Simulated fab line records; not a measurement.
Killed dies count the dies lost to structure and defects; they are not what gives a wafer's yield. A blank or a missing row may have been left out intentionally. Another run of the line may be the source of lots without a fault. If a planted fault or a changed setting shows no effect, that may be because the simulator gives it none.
8D (eight disciplines) problem report, filled in by code ; flow nandHarc ; the parts of the form that need people (team, actions taken, sign-off) are left out

1. WHAT WENT WRONG
At NHARC_A_STAIRCASE_TRIM_193, runLengthS averages 178.3 s over 4 wafers from 3 lots, while fault-free wafers read 232.7 s, standard deviation 0.54. So: -99 or more standard deviations from the usual mean.
The step: chemistry O2, time 211.2 s.
First observed at day 15 04:35: wafer L282.1, on rieDiel-09. The record has a number at this step for 33 wafers belonging to 12 lots. Rule for "out", or "out of limits": more than 4 standard deviations from the usual mean. The other wafers with a number count as sound.

2. WHAT THIS IS AND IS NOT
question;is;is not
which readings at this step;runLengthS;drypumpMotorCurrentA, rfVppV, showerheadPlenumPTorr
which lots;L282, L286, L287;L268, L271, L272, L273, L275, L277, L278, L289, L290
which wafers of those lots;L282.1, L282.3, L286.1, L287.1;L286.5, L287.2
read on which tools;rieDiel-09;rieDiel-01, rieDiel-10
when;from day 15 04:35;"up to then (21 sound wafers); but 8 sound wafers of L286, L287, L289, L290 came after"

3. WHAT RULES OUT EACH SUSPECT
Counting: any tool at a process step up to the reading remains a suspect provided it ran every lot that is out. Sound lots after the first of them don't rule it out here, since some wafers of a struck lot are sound.
- rieDiel-01 at NHARC_A_STAIRCASE_ETCH_27 (etches the open film in C4F8/O2, target depth 100 nm, time 40.5 s): kept. It ran every lot that is out, first L282 (day 15 04:35); its last sound lot up to then is L278 (day 14 06:12). With no start given for some of its lots, NHARC_A_STAIRCASE_ETCH_27 uses the hours and lot order of NHARC_A_STAIRCASE_TRIM_193.
- rieDiel-09 at NHARC_A_STAIRCASE_TRIM_191 (chemistry O2, time 211.2 s): kept. It ran every lot that is out, first L282 (day 15 04:35); its last sound lot up to then is L278 (day 14 06:12). With no start given for some of its lots, NHARC_A_STAIRCASE_TRIM_191 uses the hours and lot order of NHARC_A_STAIRCASE_TRIM_193.
- rieDiel-09 at NHARC_A_STAIRCASE_TRIM_193 (chemistry O2, time 211.2 s): kept. It ran every lot that is out, first L282 (day 15 04:35); its last sound lot up to then is L278 (day 14 06:12). Out on those wafers are its own readings of runLengthS.
- Within rieDiel-09 at NHARC_A_STAIRCASE_TRIM_193: the wafers that are out ran in chambers 0, 1; their sound lot-mates ran in chamber 2.
Left after counting: rieDiel-01 at NHARC_A_STAIRCASE_ETCH_27, rieDiel-09 at NHARC_A_STAIRCASE_TRIM_191, rieDiel-09 at NHARC_A_STAIRCASE_TRIM_193.

4. THE CAUSE (what the simulator had put in)
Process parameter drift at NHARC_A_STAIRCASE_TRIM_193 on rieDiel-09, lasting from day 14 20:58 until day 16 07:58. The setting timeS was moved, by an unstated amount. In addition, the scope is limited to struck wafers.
Of the 3 suspects that counting leaves, this tool is one.

5. SEQUENCE OF EFFECTS, ordered by route
Each row: a reading where the mean over the struck wafers with a number is more than 3 standard deviations away from the usual. Only readings whose record carries a usual standard deviation are examined. hours: median over the lots of the time between each lot's start at the first step of this table that gives one and its start at this step. sigmas: the change, counted in usual standard deviations.
hours;step;reading;usual;on struck wafers;change;sigmas
0;NHARC_A_STAIRCASE_TRIM_193;runLengthS;232.7 s;178.3;-54.4;-99 or more
Here are the process steps it includes:
- NHARC_A_STAIRCASE_TRIM_193: chemistry O2, time 211.2 s.

6. WHAT WOULD HAVE CAUGHT IT SOONER
In this record the first reading out of limits was taken at day 15 04:35, 8 hours after the fault began at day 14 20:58.
